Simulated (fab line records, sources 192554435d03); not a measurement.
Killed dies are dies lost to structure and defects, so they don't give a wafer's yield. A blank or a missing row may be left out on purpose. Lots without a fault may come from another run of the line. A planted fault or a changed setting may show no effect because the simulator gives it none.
Problem report in the 8D (eight disciplines) form, filled by code | flow n5_finfet | the parts of the form that need people (team, actions taken, sign-off) are left out

1. THE PROBLEM
etch_rf_on_time_s at N5_PASSIVATION_VIA_ETCH_13 reads a mean of 288 s on 3 wafers of 3 lots; wafers without a fault read 236 s with a standard deviation of 5.1. That is +10 standard deviations from the usual mean.
The step: etches SiO2 in CHF3/O2, target depth 660 nm, time 330 s.
First seen on wafer L410.5, day 14 14:51, on rie_diel-01. The record holds 28 wafers of 10 lots with a number at this step. Rule for "out", or "out of limits": more than 4 standard deviations from the usual mean. The other wafers with a number count as sound.

2. WHAT IT IS AND WHAT IT IS NOT
question                    | is                     | is not
which readings at this step | etch_rf_on_time_s      | chamber_pressure_mTorr, drypump_motor_current_A, oes_o_777_au, oes_product_au, showerhead_plenum_p_Torr, throttle_valve_pct
which lots                  | L410, L412, L414       | L403, L404, L420, L421, L424, L425, L426
which wafers of those lots  | L410.5, L412.1, L414.5 | L410.3, L410.6, L412.6, L414.2
read on which tools         | rie_diel-01            | rie_diel-02, rie_diel-06
when                        | from day 14 14:51      | up to then (8 sound wafers); but 17 sound wafers of L412, L414, L420, L421, L424, L425, L426 came after

3. SUSPECTS, AND WHAT RULES EACH OUT
Counting: a tool at a process step up to the reading stays a suspect if it ran every lot that is out. Sound lots after the first of them don't rule it out here, since some wafers of a struck lot are sound.
- rie_diel-01 at N5_PASSIVATION_PASS_ETCH_74 (etches SiNx in CF4/O2, target depth 220 nm, time 110 s): kept. It ran every lot that is out, first L410 (day 14 14:46); its last sound lot up to then is L404 (day 13 09:53).
- rie_diel-01 at N5_PASSIVATION_VIA_ETCH_13 (etches SiO2 in CHF3/O2, target depth 660 nm, time 330 s): kept. It ran every lot that is out, first L410 (day 14 14:51); its last sound lot up to then is L404 (day 13 09:59). Its own readings are out on those wafers: etch_rf_on_time_s.
- Within rie_diel-01 at N5_PASSIVATION_PASS_ETCH_74: the wafers that are out ran in chambers 1, 3; their sound lot-mates ran in chamber 2.
- Within rie_diel-01 at N5_PASSIVATION_VIA_ETCH_13: the wafers that are out ran in chambers 1, 3; their sound lot-mates ran in chamber 2.
Left after counting: rie_diel-01 at N5_PASSIVATION_PASS_ETCH_74, rie_diel-01 at N5_PASSIVATION_VIA_ETCH_13.

4. THE CAUSE (what the simulator had put in)
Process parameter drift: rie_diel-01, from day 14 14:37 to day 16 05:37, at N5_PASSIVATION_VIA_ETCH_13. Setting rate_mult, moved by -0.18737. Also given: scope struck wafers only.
Counting left 2 suspects, and this tool is among them.

5. THE CHAIN OF EFFECTS, in route order
Each row: a reading whose mean over the struck wafers that have a number lies more than 3 standard deviations from the usual. Only readings for which the record gives a usual standard deviation are gone through. hours: the time from each lot's start at the first step in this table that gives one to its start at this step, as a median over the lots. sigmas: the change in usual standard deviations.
hours | step                       | reading           | usual | on struck wafers | change | sigmas
0     | N5_PASSIVATION_VIA_ETCH_13 | etch_rf_on_time_s | 236 s | 288              | +52    | +10
The process steps in it:
- N5_PASSIVATION_VIA_ETCH_13: etches SiO2 in CHF3/O2, target depth 660 nm, time 330 s.

6. WHAT WOULD HAVE CAUGHT IT SOONER
In this record the first reading out of limits was taken at day 14 14:51, 0 hours after the fault began at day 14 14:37.
